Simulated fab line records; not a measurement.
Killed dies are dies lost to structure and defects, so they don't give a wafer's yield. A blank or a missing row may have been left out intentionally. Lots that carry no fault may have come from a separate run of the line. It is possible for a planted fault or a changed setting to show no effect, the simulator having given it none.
fab line records	flow n5_finfet
record lots=7	wafers=21
route steps=1938 shown SD_EPI_N@268 SD_EPI_P@321 SD_ACTIVATION@331 HKMG_FIN@396 GATE_CUT@490
start_h: start of the lot's first displayed wafer, in hours after the record's first day	wait_h: hours from the lot's prior step to this one	" same as the row above	L1.1+2: a single row standing in for several wafers	- either no value or no given start	* or withheld: withheld	< > ~ a bound
route shown NAME@n: a module of which the file shows steps, and the number in the route of the first	usual: mean and standard deviation over wafers with no fault	same: alike in all rows	chamber/n: place in a boat	sites: each site's reading	_std_site: standard deviation across them	_edge_site: the outer-site mean with the inner-site mean subtracted	radius_mm: for every site, how far away it sits from the centre of the wafer	mask NAME#n: copy n	behind: tool/chamber where the wafer was last shaped	hold: what put the lot on hold/how long, in hours/how the hold closed	device: whichever transistor did not switch (one of n, p or np)	end of line: tests run on the same wafers once the route is complete	a step without rows: its recipe alone	killed: at the first sort, the dies lost to defects and structure; wafer yield is something else	map: per-die view of a wafer (x killed, . not killed, _ where there is no die)
set.NAME: the setting the step ran with; set.NAME@STEP: the setting that earlier step ran with	model.NAME: the simulator's own value behind a step, which no gauge read
lots whose settings were changed on purpose; a table a step, a row a wafer
## steps
# step N5_SD_EPI_N_PEB_07
# recipe peb_temp_c=110	peb_time_s=60	resist=CAR-ArF-block
lot.wafer	tool	chamber	start_h	wait_h	set.peb_temp_c
L077.2+5+6	litho_track-02	0	67.51	0.0	113
L080.2+5	litho_track-02	0	84.14	0.0	110
L080.3	"	0	"	"	106.3
L083.1+6	litho_track-04	0	104.60	0.1	112.2
L083.2	"	0	"	"	110
L087.2+3	litho_track-02	0	127.86	0.0	110
L087.6	"	0	"	"	111.3
L088.3+4	litho_track-01	0	132.25	0.0	106.8
L088.5	"	0	"	"	110
L093.2+4+6	litho_track-02	0	162.46	0.0	112.3
L095.2+4+5	litho_track-01	0	177.19	0.0	110
# step N5_SD_EPI_N_DEVELOP_08
# recipe develop_time_s=30	developer=TMAH	resist=CAR-ArF-block	dev_temp_c=23	rinse_liquid=diw	dry=air_spin
# step N5_SD_EPI_N_CD_MEAS_09
# recipe target_cd_nm=120	landing_energy_ev=500	detector=se_inlens
# usual cd_nm=120.0/0.76
lot.wafer	tool	chamber	start_h	wait_h	set.peb_temp_c@SD_EPI_N_PEB_07	cd_nm
L077.2	cd_sem-01	0	67.58	-	113	127.1
L077.5	"	0	"	"	113	127.8
L077.6	"	0	"	"	113	127.0
L080.2	cd_sem-01	0	84.21	-	110	119.2
L080.3	"	0	"	"	106.3	110.8
L080.5	"	0	"	"	110	119.4
L083.1	cd_sem-01	0	104.67	-	112.2	125.9
L083.2	"	0	"	"	110	119.2
L083.6	"	0	"	"	112.2	125.9
L087.2	cd_sem-02	0	127.93	-	110	119.8
L087.3	"	0	"	"	110	119.5
L087.6	"	0	"	"	111.3	122.7
L088.3	cd_sem-02	0	132.32	-	106.8	111.2
L088.4	"	0	"	"	106.8	110.9
L088.5	"	0	"	"	110	119.8
L093.2	cd_sem-01	0	162.52	-	112.3	127.0
L093.4	"	0	"	"	112.3	126.3
L093.6	"	0	"	"	112.3	126.4
L095.2	cd_sem-02	0	177.26	-	110	120.5
L095.4	"	0	"	"	110	120.1
L095.5	"	0	"	"	110	120.6
# step N5_SD_EPI_N_DESCUM_14
# recipe chemistry=O2	time_s=7.9	source_power_w=50	bias_power_w=20	pressure_mtorr=20	rf_frequency_hz=2.712e+07	temp_c=40	resist=CAR-ArF-block	o2_flow_sccm=225
lot.wafer	tool	chamber	start_h	wait_h	set.peb_temp_c@SD_EPI_N_PEB_07	model.SD_EPI_N.cd_nm
L077.2	rie_diel-02	3	68.68	1.0	113	127
L077.5	"	2	"	"	113	-
L077.6	"	3	"	"	113	126.8
L080.2	rie_diel-01	3	84.31	0.0	110	119.4
L080.3	"	0	"	"	106.3	110.6
L080.5	"	2	"	"	110	119
L083.1+6	rie_diel-02	2	104.76	0.0	112.2	126
L083.2	"	0	"	"	110	119.4
L087.2	rie_diel-04	0	128.02	0.0	110	120.2
L087.3	"	3	"	"	110	119.2
L087.6	"	1	"	"	111.3	122.6
L088.3	rie_diel-04	2	132.59	0.2	106.8	111.2
L088.4	"	3	"	"	106.8	111
L088.5	"	2	"	"	110	119.8
L093.2	rie_diel-04	0	162.61	0.0	112.3	127.2
L093.4	"	1	"	"	112.3	126
L093.6	"	2	"	"	112.3	126.6
L095.2	rie_diel-04	0	177.34	0.0	110	120.6
L095.4+5	"	2,1	"	"	110	120.4
# step N5_SD_EPI_N_ETCH_34
# recipe chemistry=CF4	target=SiARC	target_depth_a=455	mask_material=CAR-ArF-block	time_s=75.8	ion_energy_ev=80	pressure_mtorr=40	source_w=545	bias_w=36	Ar_flow_sccm=100	cf4_flow_sccm=100	ends=cleared
# step N5_SD_EPI_N_ETCH_35
# recipe chemistry=N2/H2	target=SOC	overetch_a=1080	mask_material=SiARC	temp_c=40	ion_energy_ev=100	source_w=3000	bias_w=133	pressure_mtorr=20	time_s=486	n2_flow_sccm=200	h2_flow_sccm=200
lot.wafer	tool	chamber	start_h	wait_h	set.peb_temp_c@SD_EPI_N_PEB_07	model.SD_EPI_N.cd_nm
L077.2+6	rie_diel-02	3	68.77	0.0	113	126.8
L077.5	"	2	"	"	113	126.6
L080.2	rie_diel-01	3	84.40	0.0	110	118.6
L080.3	"	0	"	"	106.3	109.4
L080.5	"	2	"	"	110	118.8
L083.1	rie_diel-02	2	104.85	0.0	112.2	124.4
L083.2	"	0	"	"	110	119.8
L083.6	"	2	"	"	112.2	124
L087.2	rie_diel-04	0	128.11	0.0	110	121.4
L087.3	"	3	"	"	110	121.6
L087.6	"	1	"	"	111.3	120.8
L088.3	rie_diel-04	2	132.68	0.0	106.8	113
L088.4	"	3	"	"	106.8	112.8
L088.5	"	2	"	"	110	121.4
L093.2	rie_diel-04	0	162.70	0.0	112.3	128
L093.4	"	1	"	"	112.3	124.4
L093.6	"	2	"	"	112.3	128.4
L095.2	rie_diel-04	0	177.43	0.0	110	123
L095.4	"	2	"	"	110	122.2
L095.5	"	1	"	"	110	120
# step N5_SD_EPI_N_STRIP_36
# recipe chemistry=N2/H2	temp_c=40	n2_flow_sccm=200	h2_flow_sccm=200	rf_frequency_hz=6e+07
# step N5_SD_EPI_N_ETCHBACK_44
# recipe chemistry=CH3F/O2	mode=anisotropic_etchback	target=SiNx	target_depth_a=145	stop_on=SiO2	over_etch_frac=0.3	ion_energy_ev=120	pressure_mtorr=30	source_w=395	bias_w=73	Ar_flow_sccm=150	CH3F_flow_sccm=30	O2_flow_sccm=20
lot.wafer	tool	chamber	start_h	wait_h	set.peb_temp_c@SD_EPI_N_PEB_07	model.SD_EPI_N.cd_nm
L077.2+6	rie_diel-02	3	69.09	0.0	113	126.8
L077.5	"	2	"	"	113	126.6
L080.2	rie_diel-01	3	84.73	0.0	110	118.8
L080.3	"	0	"	"	106.3	109.4
L080.5	"	2	"	"	110	119
L083.1	rie_diel-02	2	105.17	0.0	112.2	124.4
L083.2	"	0	"	"	110	119.6
L083.6	"	2	"	"	112.2	124
L087.2	rie_diel-04	0	128.43	0.0	110	121.4
L087.3	"	3	"	"	110	121.6
L087.6	"	1	"	"	111.3	120.8
L088.3	rie_diel-04	2	133.00	0.0	106.8	113
L088.4	"	3	"	"	106.8	112.8
L088.5	"	2	"	"	110	121.2
L093.2	rie_diel-04	0	163.03	0.0	112.3	127.8
L093.4	"	1	"	"	112.3	124.4
L093.6	"	2	"	"	112.3	128.2
L095.2	rie_diel-04	0	177.76	0.0	110	123
L095.4	"	2	"	"	110	122
L095.5	"	1	"	"	110	119.8
# step N5_SD_EPI_P_EPI_21
# recipe material=SiGe:B	dopant=B	temp_c=550	pressure_torr=20	ambient=H2	time_s=355
lot.wafer	tool	chamber	start_h	wait_h	set.epi_growth_time_s	model.SiGe-B_of_SD_EPI_P_EPI_21.thk_nm
L077.2	epi_rpcvd-04	0	74.76	0.5	367	62
L077.5	"	0	75.84	1.5	355	60.6
L077.6	"	0	"	"	367	62.2
L080.2	epi_rpcvd-03	0	90.56	0.5	355	62.8
L080.3	"	0	"	"	332.9	60
L080.5	"	0	"	"	332.9	59.4
L083.1	epi_rpcvd-03	0	110.43	0.1	355	60
L083.2	"	0	"	"	355	59.6
L083.6	"	0	112.23	1.8	374.3	61.6
L087.2	epi_rpcvd-04	0	134.27	0.6	355	60.6
L087.3	"	0	"	"	355	61
L087.6	"	0	136.19	2.4	355	60.2
L088.3	epi_rpcvd-02	0	139.44	1.1	318.6	56.4
L088.4	"	0	"	"	355	61.4
L088.5	"	0	"	"	355	61
L093.2	epi_rpcvd-03	0	169.00	0.5	391.4	66
L093.4	"	0	"	"	355	61.8
L093.6	"	0	"	"	355	61
L095.2+5	epi_rpcvd-03	0	186.02	0.6	355	60.2
L095.4	"	0	"	"	355	61.2
# step N5_SD_EPI_P_HM_STRIP_48
# recipe chemistry=H3PO4	temp_c=160	material=SiNx	target=SiNx	target_depth_a=30	overetch_fraction=0.3
lot.wafer	tool	chamber	start_h	wait_h	set.epi_growth_time_s@SD_EPI_P_EPI_21	model.SiGe-B_of_SD_EPI_P_EPI_21.thk_nm
L077.2	wet_bench-06	7	76.63	0.0	367	61.6
L077.5	"	6	"	"	355	60.4
L077.6	"	1	"	"	367	62
L080.2	wet_bench-01	2	92.43	0.0	355	62.4
L080.3	"	4	"	"	332.9	59.8
L080.5	"	1	"	"	332.9	59.2
L083.1	wet_bench-06	1	112.67	0.0	355	59.8
L083.2	"	0	"	"	355	59.4
L083.6	"	2	"	"	374.3	61.2
L087.2	wet_bench-03	5	136.76	0.0	355	60.4
L087.3	"	0	"	"	355	60.8
L087.6	"	4	"	"	355	59.8
L088.3	wet_bench-03	1	141.44	0.0	318.6	56.2
L088.4	"	4	"	"	355	61
L088.5	"	3	"	"	355	60.6
L093.2	wet_bench-06	5	170.87	0.0	391.4	65.6
L093.4	"	1	"	"	355	61.4
L093.6	"	3	"	"	355	60.8
L095.2+5	wet_bench-03	5,7	188.49	0.0	355	60
L095.4	"	3	"	"	355	60.8
# step N5_SD_EPI_P_SRD_49
# recipe dry=ipa_marangoni	time_s=30	temp_c=23	rinse_liquid=diw
# step N5_SD_EPI_P_PRECLEAN_24
# recipe chemistry=O3/DIW	time_s=45	temp_c=22	o3_ppm=10
lot.wafer	tool	chamber	start_h	wait_h	set.epi_growth_time_s@SD_EPI_P_EPI_21	model.SiGe-B_of_SD_EPI_P_EPI_21.thk_nm
L077.2	wet_bench-06	7	76.70	0.0	367	61.6
L077.5	"	6	"	"	355	60.2
L077.6	"	1	"	"	367	61.8
L080.2	wet_bench-01	2	92.50	0.0	355	62.4
L080.3	"	4	"	"	332.9	59.6
L080.5	"	1	"	"	332.9	59
L083.1	wet_bench-06	1	112.74	0.0	355	59.6
L083.2	"	0	"	"	355	59.2
L083.6	"	2	"	"	374.3	61
L087.2	wet_bench-03	5	136.84	0.0	355	60.2
L087.3	"	0	"	"	355	60.6
L087.6	"	4	"	"	355	59.6
L088.3	wet_bench-03	1	141.51	0.0	318.6	56
L088.4	"	4	"	"	355	60.8
L088.5	"	3	"	"	355	60.6
L093.2	wet_bench-06	5	170.95	0.0	391.4	65.4
L093.4	"	1	"	"	355	61.2
L093.6	"	3	"	"	355	60.6
L095.2+5	wet_bench-03	5,7	188.56	0.0	355	59.8
L095.4	"	3	"	"	355	60.6
# step N5_SD_ACTIVATION_LSA_01
# recipe temp_c=1080	time_s=0.0008	ambient=N2
# usual wafer_temp_C_max=1086.9/2.7
lot.wafer	tool	chamber	start_h	wait_h	set.temp_c	wafer_temp_C_max
L077.2	laser_anneal-02	0	77.03	0.2	1080	1084.7
L077.5	"	0	"	"	1080	1084.3
L077.6	"	0	"	"	1080	1085.2
L080.2	laser_anneal-01	0	92.83	0.2	1111	1117.3
L080.3	"	0	"	"	1111	1123.2
L080.5	"	0	"	"	1080	1089.2
L083.1	laser_anneal-02	0	113.21	0.2	1112	1117.0
L083.2	"	0	"	"	1112	1117.2
L083.6	"	0	"	"	1112	1115.8
L087.2	laser_anneal-02	0	137.17	0.2	1080	1084.9
L087.3	"	0	"	"	1064	1068.6
L087.6	"	0	"	"	1080	1084.7
L088.3	laser_anneal-01	0	141.87	0.2	1096	1108.4
L088.4	"	0	"	"	1080	1089.8
L088.5	"	0	"	"	1080	1088.3
L093.2	laser_anneal-02	0	171.47	0.2	1080	1084.0
L093.4	"	0	"	"	1080	1083.4
L093.6	"	0	"	"	1057	1064.1
L095.2	laser_anneal-02	0	188.89	0.2	1080	1086.0
L095.4	"	0	"	"	1080	1085.2
L095.5	"	0	"	"	1080	1084.9
# step N5_HKMG_FIN_PEB_47
# recipe peb_temp_c=withheld	peb_time_s=60	resist=CAR-ArF
lot.wafer	tool	chamber	start_h	wait_h	set.peb_time_s
L077.2+5	litho_track-03	0	89.74	0.0	52.57
L077.6	"	0	"	"	60
L080.2	litho_track-01	0	106.74	0.0	60
L080.3+5	"	0	"	"	73.21
L083.1	litho_track-03	0	126.89	0.1	65.93
L083.2+6	"	0	"	"	60
L087.2+6	litho_track-03	0	150.53	0.0	60
L087.3	"	0	"	"	49.04
L088.3	litho_track-02	0	155.03	0.0	63.71
L088.4+5	"	0	"	"	60
L093.2+4+6	litho_track-02	0	184.34	0.0	60
L095.2+4+5	litho_track-01	0	202.31	0.0	60
# step N5_HKMG_FIN_DEVELOP_48
# recipe develop_time_s=30	developer=TMAH	resist=CAR-ArF	rinse_liquid=diw	dry=air_spin	dev_temp_c=23
# step N5_HKMG_FIN_CD_MEAS_49
# recipe target_cd_nm=202	landing_energy_ev=500	detector=se_inlens	polarity=opening
# usual cd_nm=201.8/0.86
lot.wafer	tool	chamber	start_h	wait_h	set.peb_time_s@HKMG_FIN_PEB_47	cd_nm
L077.2	cd_sem-02	0	89.81	-	52.57	197.7
L077.5	"	0	"	"	52.57	198.1
L077.6	"	0	"	"	60	202.8
L080.2	cd_sem-02	0	106.81	-	60	201.7
L080.3	"	0	"	"	73.21	206.4
L080.5	"	0	"	"	73.21	207.0
L083.1	cd_sem-02	0	126.96	-	65.93	204.4
L083.2	"	0	"	"	60	201.5
L083.6	"	0	"	"	60	202.2
L087.2	cd_sem-03	0	150.59	-	60	201.5
L087.3	"	0	"	"	49.04	195.2
L087.6	"	0	"	"	60	201.7
L088.3	cd_sem-03	0	155.10	-	63.71	203.3
L088.4	"	0	"	"	60	201.7
L088.5	"	0	"	"	60	202.1
L093.2	cd_sem-03	0	184.40	-	60	202.7
L093.4	"	0	"	"	60	203.3
L093.6	"	0	"	"	60	202.7
L095.2	cd_sem-02	0	202.37	-	60	199.5
L095.4	"	0	"	"	60	200.3
L095.5	"	0	"	"	60	200.4
# step N5_HKMG_FIN_COAT_06
# recipe resist=CAR-ArF	spin_rpm=1500	resist_thk_nm=90
lot.wafer	tool	chamber	start_h	wait_h	set.spin_rpm	model.CAR-ArF_of_HKMG_FIN_COAT_06.thk_nm
L077.2	litho_track-03	0	-	-	1614	86.4
L077.5	"	0	"	"	1500	89.6
L077.6	"	0	"	"	1614	86.6
L080.2	litho_track-01	0	-	-	1551	88.2
L080.3	"	0	"	"	1551	87.8
L080.5	"	0	"	"	1500	89.6
L083.1	litho_track-01	0	-	-	1500	89.8
L083.2	"	0	"	"	1500	90
L083.6	"	0	"	"	1500	90.2
L087.2	litho_track-02	0	-	-	1433	92.8
L087.3	"	0	"	"	1500	90.4
L087.6	"	0	"	"	1500	90.2
L088.3	litho_track-03	0	-	-	1500	90
L088.4	"	0	"	"	1500	89.8
L088.5	"	0	"	"	1558	88.2
L093.2	litho_track-03	0	-	-	1606	87.2
L093.4+6	"	0	"	"	1500	90.2
L095.2	litho_track-03	0	-	-	1500	89.8
L095.4+5	"	0	"	"	1500	90.4
# step N5_HKMG_FIN_EBR_08
# recipe solvent=PGMEA	ebr_width_mm=1.5
# step N5_HKMG_FIN_SOFTBAKE_07
# recipe temp_c=110	time_s=60	resist=CAR-ArF
# step N5_HKMG_FIN_EXPOSE_09
# recipe mask_id=NWFM	na=1.35	source_shape=conventional	sigma_outer=0.8	polarization=unpolarized	dose_mj=39.25
# step N5_HKMG_FIN_PEB_10
# recipe peb_temp_c=withheld	peb_time_s=60	resist=CAR-ArF
# step N5_HKMG_FIN_DEVELOP_11
# recipe develop_time_s=30	developer=TMAH	resist=CAR-ArF	dev_temp_c=23	rinse_liquid=diw	dry=air_spin
lot.wafer	tool	chamber	start_h	wait_h	set.spin_rpm@HKMG_FIN_COAT_06	model.CAR-ArF_of_HKMG_FIN_COAT_06.thk_nm
L077.2+6	litho_track-03	0	-	-	1614	84.8
L077.5	"	0	"	"	1500	87.8
L080.2	litho_track-02	0	-	-	1551	86.6
L080.3	"	0	"	"	1551	86.2
L080.5	"	0	"	"	1500	88
L083.1	litho_track-02	0	-	-	1500	88.2
L083.2+6	"	0	"	"	1500	88.4
L087.2	litho_track-02	0	-	-	1433	91
L087.3	"	0	"	"	1500	88.8
L087.6	"	0	"	"	1500	88.4
L088.3	litho_track-01	0	-	-	1500	88.4
L088.4	"	0	"	"	1500	88
L088.5	"	0	"	"	1558	86.4
L093.2	litho_track-02	0	-	-	1606	85.6
L093.4+6	"	0	"	"	1500	88.4
L095.2	litho_track-01	0	-	-	1500	88.2
L095.4+5	"	0	"	"	1500	88.6
# step N5_HKMG_FIN_DESCUM_17
# recipe chemistry=O2	time_s=7.9	source_power_w=50	bias_power_w=20	pressure_mtorr=20	rf_frequency_hz=2.712e+07	temp_c=40	resist=CAR-ArF	o2_flow_sccm=225
# step N5_HKMG_FIN_ETCH_31
# recipe chemistry=CF4	target=SiARC	target_depth_a=455	mask_material=CAR-ArF	time_s=75.8	ion_energy_ev=80	pressure_mtorr=40	source_w=545	bias_w=36	Ar_flow_sccm=100	cf4_flow_sccm=100	ends=cleared
lot.wafer	tool	chamber	start_h	wait_h	set.spin_rpm@HKMG_FIN_COAT_06	model.CAR-ArF_of_HKMG_FIN_COAT_06.thk_nm
L077.2+6	rie_diel-04	2,0	93.25	0.0	1614	47.2
L077.5	"	1	"	"	1500	50.6
L080.2	rie_diel-01	1	110.35	0.0	1551	49.2
L080.3	"	0	"	"	1551	48.6
L080.5	"	0	"	"	1500	50.4
L083.1	rie_diel-01	2	130.32	0.0	1500	50.6
L083.2	"	1	"	"	1500	51
L083.6	"	1	"	"	1500	51.2
L087.2	rie_diel-01	1	154.04	0.0	1433	53.6
L087.3+6	"	0,3	"	"	1500	51.2
L088.3	rie_diel-02	1	158.54	0.0	1500	51
L088.4	"	2	"	"	1500	50.8
L088.5	"	2	"	"	1558	49.2
L093.2	rie_diel-02	2	188.02	0.0	1606	48.2
L093.4	"	2	"	"	1500	51
L093.6	"	1	"	"	1500	51.2
L095.2	rie_diel-04	2	206.05	0.0	1500	50.8
L095.4	"	1	"	"	1500	51.6
L095.5	"	3	"	"	1500	51.2
# step N5_GATE_CUT_DESCUM_18
# recipe chemistry=O2	time_s=7	source_power_w=50	bias_power_w=20	pressure_mtorr=20	rf_frequency_hz=2.712e+07	temp_c=40	resist=CAR-EUV	o2_flow_sccm=225
lot.wafer	tool	chamber	start_h	wait_h	set.time_s	model.CAR-EUV_of_GATE_CUT_COAT_07.thk_nm
L077.2	rie_diel-03	0	103.09	0.1	7	26
L077.5+6	"	3,0	"	"	6.397	26.4
L080.2	rie_diel-03	3	119.14	0.1	7	26.2
L080.3+5	"	1	"	"	7	26
L083.1+6	rie_diel-03	2	138.76	0.0	7.821	25.6
L083.2	"	1	"	"	7	26
L087.2	rie_diel-06	3	162.23	0.0	7	25.8
L087.3	"	2	"	"	5.448	26.6
L087.6	"	3	"	"	5.448	26.8
L088.3+5	rie_diel-06	0	168.18	0.0	7.538	25.8
L088.4	"	1	"	"	7	26
L093.2+6	rie_diel-06	1	196.44	0.4	7	26
L093.4	"	0	"	"	7.507	25.8
L095.2+4+5	rie_diel-06	0,2,2	215.27	0.0	7	25.8
# step N5_GATE_CUT_ETCH_28
# recipe chemistry=N2/H2	target=underlayer	target_depth_a=130	mask_material=CAR-EUV	time_s=10.4	ion_energy_ev=200	pressure_mtorr=30	source_w=840	bias_w=150	n2_flow_sccm=200	h2_flow_sccm=200	ends=cleared
lot.wafer	tool	chamber	start_h	wait_h	set.time_s@GATE_CUT_DESCUM_18	model.CAR-EUV_of_GATE_CUT_COAT_07.thk_nm
L077.2	rie_diel-03	0	103.12	0.0	7	14.6
L077.5	"	3	"	"	6.397	15
L077.6	"	0	"	"	6.397	14.8
L080.2	rie_diel-03	3	119.17	0.0	7	14.6
L080.3+5	"	1	"	"	7	14.4
L083.1+6	rie_diel-03	2	138.80	0.0	7.821	14.2
L083.2	"	1	"	"	7	14.4
L087.2	rie_diel-06	3	162.27	0.0	7	14.4
L087.3+6	"	2,3	"	"	5.448	15.2
L088.3+5	rie_diel-06	0	168.22	0.0	7.538	14.4
L088.4	"	1	"	"	7	14.4
L093.2+6	rie_diel-06	1	196.48	0.0	7	14.4
L093.4	"	0	"	"	7.507	14.4
L095.2+4+5	rie_diel-06	0,2,2	215.31	0.0	7	14.4
# step N5_GATE_CUT_ETCH_36
# recipe chemistry=CF4	target=SiARC	target_depth_a=130	mask_material=CAR-EUV	time_s=21.7	ion_energy_ev=80	pressure_mtorr=40	source_w=545	bias_w=36	Ar_flow_sccm=100	cf4_flow_sccm=100	ends=cleared
lot.wafer	tool	chamber	start_h	wait_h	set.time_s@GATE_CUT_DESCUM_18	model.CAR-EUV_of_GATE_CUT_COAT_07.thk_nm
L077.2	rie_diel-03	0	103.14	0.0	7	6.8
L077.5+6	"	3,0	"	"	6.397	7.2
L080.2	rie_diel-03	3	119.19	0.0	7	7
L080.3+5	"	1	"	"	7	6.8
L083.1+6	rie_diel-03	2	138.82	0.0	7.821	6.4
L083.2	"	1	"	"	7	6.8
L087.2	rie_diel-06	3	162.29	0.0	7	6.8
L087.3+6	"	2,3	"	"	5.448	7.6
L088.3	rie_diel-06	0	168.24	0.0	7.538	6.8
L088.4	"	1	"	"	7	6.8
L088.5	"	0	"	"	7.538	6.6
L093.2+6	rie_diel-06	1	196.49	0.0	7	6.8
L093.4	"	0	"	"	7.507	6.6
L095.2+4+5	rie_diel-06	0,2,2	215.33	0.0	7	6.8
## key
split step=N5_SD_EPI_N_PEB_07	setting=peb_temp_c	stated=110	by=wafer
response step=N5_SD_EPI_N_CD_MEAS_09	reading=cd_nm	change=+2.83	per=1%	r=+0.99
response step=N5_SD_EPI_N_DESCUM_14	reading=model.SD_EPI_N.cd_nm	change=+2.82	per=1%	r=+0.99
response step=N5_SD_EPI_N_ETCH_35	reading=model.SD_EPI_N.cd_nm	change=+2.54	per=1%	r=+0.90
response step=N5_SD_EPI_N_ETCHBACK_44	reading=model.SD_EPI_N.cd_nm	change=+2.56	per=1%	r=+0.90
split step=N5_SD_EPI_P_EPI_21	setting=epi_growth_time_s	stated=355	by=wafer
response step=N5_SD_EPI_P_EPI_21	reading=model.SiGe-B_of_SD_EPI_P_EPI_21.thk_nm	change=+0.45	per=1%	r=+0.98
response step=N5_SD_EPI_P_HM_STRIP_48	reading=model.SiGe-B_of_SD_EPI_P_EPI_21.thk_nm	change=+0.43	per=1%	r=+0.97
response step=N5_SD_EPI_P_PRECLEAN_24	reading=model.SiGe-B_of_SD_EPI_P_EPI_21.thk_nm	change=+0.439	per=1%	r=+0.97
split step=N5_SD_ACTIVATION_LSA_01	setting=temp_c	stated=1080	by=wafer
response step=N5_SD_ACTIVATION_LSA_01	reading=wafer_temp_C_max	change=*	per=1%	r=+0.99
split step=N5_HKMG_FIN_PEB_47	setting=peb_time_s	stated=60	by=wafer
response step=N5_HKMG_FIN_CD_MEAS_49	reading=cd_nm	change=+0.292	per=1%	r=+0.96
split step=N5_HKMG_FIN_COAT_06	setting=spin_rpm	stated=1500	by=wafer
response step=N5_HKMG_FIN_COAT_06	reading=model.CAR-ArF_of_HKMG_FIN_COAT_06.thk_nm	change=-0.441	per=1%	r=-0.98
response step=N5_HKMG_FIN_DEVELOP_11	reading=model.CAR-ArF_of_HKMG_FIN_COAT_06.thk_nm	change=-0.426	per=1%	r=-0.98
response step=N5_HKMG_FIN_ETCH_31	reading=model.CAR-ArF_of_HKMG_FIN_COAT_06.thk_nm	change=-0.446	per=1%	r=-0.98
split step=N5_GATE_CUT_DESCUM_18	setting=time_s	stated=7	by=wafer
response step=N5_GATE_CUT_DESCUM_18	reading=model.CAR-EUV_of_GATE_CUT_COAT_07.thk_nm	change=-0.0381	per=1%	r=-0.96
response step=N5_GATE_CUT_ETCH_28	reading=model.CAR-EUV_of_GATE_CUT_COAT_07.thk_nm	change=-0.0278	per=1%	r=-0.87
response step=N5_GATE_CUT_ETCH_36	reading=model.CAR-EUV_of_GATE_CUT_COAT_07.thk_nm	change=-0.0345	per=1%	r=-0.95
